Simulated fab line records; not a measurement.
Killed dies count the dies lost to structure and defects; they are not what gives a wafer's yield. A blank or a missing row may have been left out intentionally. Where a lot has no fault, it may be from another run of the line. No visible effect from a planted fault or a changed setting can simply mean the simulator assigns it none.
Matching of chambers	flow nand harc	NHARC_A_BLC_CMP_25 on cmp-03 has 4 sister chambers
The step polishes, t overpolish 30 s, target thk 150 nm. 8 wafers are shown with their chamber, then 8 later ones without.

== WAFERS WITH THEIR CHAMBER ==
wafer	chamber	motor current A (A)	time to endpoint s (s)
L076.1	1	13.3	35
L081.1	2	11.3	32
L081.3	0	10.4	29
L081.5	1	13.3	36
L084.1	2	11.9	35
L084.3	3	11.9	31
L084.4	0	10.0	32
L092.1	3	12.2	31

== WAFERS MISSING THEIR CHAMBER ==
wafer	motor current A (A)	time to endpoint s (s)
L092.2	13.0	36
L092.6	12.9	34
L096.1	12.2	27
L096.2	14.4	32
L096.4	10.4	27
L094.1	11.9	28
L094.4	10.5	27
L094.6	12.1	27

== EACH ONE'S CHAMBER ==
wafer	from the rows above	in truth
L092.2	1	1
L092.6	can't be placed: 1 or 3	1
L096.1	3	3
L096.2	1	1
L096.4	0	0
L094.1	can't be placed: 3 or 2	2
L094.4	0	0
L094.6	can't be placed: 3 or 2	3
Correct placement for 5 of the 8. These rows do not allow placing 3 (true chamber among the candidates in 3). Number placed wrongly: 0.
How it was worked out, from the rows above alone: a wafer's distance from a chamber is the root of the sum, over the readings, of the square of ((its reading less the chamber's mean) divided by the reading's scatter). If the next closest chamber is less than 2 further off than the closest, the wafer can't be placed; otherwise it belongs to the closest. Each chamber's mean is taken over the wafers shown for it. The scatter: take each reading less its chamber's mean, square it, sum over the shown wafers, divide by the number of wafers less the number of chambers, and take the root.
